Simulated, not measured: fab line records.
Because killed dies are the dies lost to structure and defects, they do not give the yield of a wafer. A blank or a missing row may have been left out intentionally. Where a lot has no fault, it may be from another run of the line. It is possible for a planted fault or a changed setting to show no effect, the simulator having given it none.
Split-lot experiment ; flow n5Finfet ; 21 wafers read from 7 lots, route of 1938 steps

ABOUT THE SPLIT
At N5_FIN_SAQP_PEB_14 (peb time 60 s), the setting pebTimeS was moved away from the recipe's 60 s on 7 of the 21 wafers read, by -20.7% to +21.3%. The other wafers ran this setting at the recipe's value.

FROM SPLIT TO READING: 1 step shown by the file between the two
- N5_FIN_SAQP_DEVELOP_15: develop time 30 s

THE READING
Shown in nm: cdNm at N5_FIN_SAQP_CD_MEAS_16, with target cd 35.6 nm. Fault-free wafers of this fab line usually give 35.6 nm, standard deviation 0.31 nm.

wafer;tool, chamber at the split;pebTimeS as run, s;against the recipe;cdNm, nm;against lot-mates on the recipe
L079.1;lithoTrack-04, 0;52.06;-13.2%;37.2;+1.9
L079.3;lithoTrack-04, 0;60;recipe;35.3;-
L079.6;lithoTrack-04, 0;52.06;-13.2%;36.9;+1.6
L080.1;lithoTrack-04, 0;60;recipe;35.8;-
L080.3;lithoTrack-04, 0;60;recipe;35.0;-
L080.5;lithoTrack-04, 0;60;recipe;35.8;-
L090.2;lithoTrack-04, 0;60;recipe;35.9;-
L090.3;lithoTrack-04, 0;60;recipe;35.6;-
L090.4;lithoTrack-04, 0;47.59;-20.7%;38.9;+3.1
L093.1;lithoTrack-04, 0;60;recipe;35.5;-
L093.2;lithoTrack-04, 0;60;recipe;35.3;-
L093.4;lithoTrack-04, 0;60;recipe;35.9;-
L095.3;lithoTrack-04, 0;72.78;+21.3%;32.9;-3.0
L095.5;lithoTrack-04, 0;60;recipe;35.9;-
L095.6;lithoTrack-04, 0;72.78;+21.3%;32.7;-3.2
L096.1;lithoTrack-03, 0;51.13;-14.8%;37.9;+2.4
L096.3;lithoTrack-03, 0;60;recipe;35.5;-
L096.5;lithoTrack-03, 0;60;recipe;35.6;-
L097.3;lithoTrack-03, 0;54.54;-9.1%;37.2;+1.6
L097.5;lithoTrack-03, 0;60;recipe;35.9;-
L097.6;lithoTrack-03, 0;60;recipe;35.4;-

FIT RESULTS
A straight line over all 21 wafers: cdNm changes by -0.138 nm for each +1% of pebTimeS; r = -0.98; the points scatter about the line by 0.31 nm.
The same after taking each lot's own level away (the mean of its wafers on the recipe; 21 wafers): -0.147 nm for each +1%; r = -0.99; scatter 0.23 nm.
The reading moves by 3.1 nm for the largest change in pebTimeS, on that fit.
The lots' own levels span 35.30 to 35.90 nm, that is 1.9 times the standard deviation above.
Hence the lot-to-lot level has little effect on the slope; both slopes agree.
Check: -3.18 nm against its lot-mates is what the line predicts for one of the wafers moved furthest among these (+21.3%) when that wafer is left out of the fit. Against them it came out at -3 nm.

ADDITIONAL SPLITS CARRIED BY THESE WAFERS
These wafers also went through other splits before the reading. Each is held against what the fit with the lots' levels taken away leaves over:
other split on the same wafers;wafers away from the commonest value;r with cdNm (lot level and that fit taken away)
N5_ZERO_LAYER_PECVD_02 timeS;6;-0.12
N5_WELL_APT_EXPOSE_05 doseMj;6;-0.06
N5_WELL_APT_PEB_06 pebTimeS;10;-0.21

THE FILE'S OWN FIT
cdNm changes by -0.15 nm for each +1% of pebTimeS, r = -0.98.
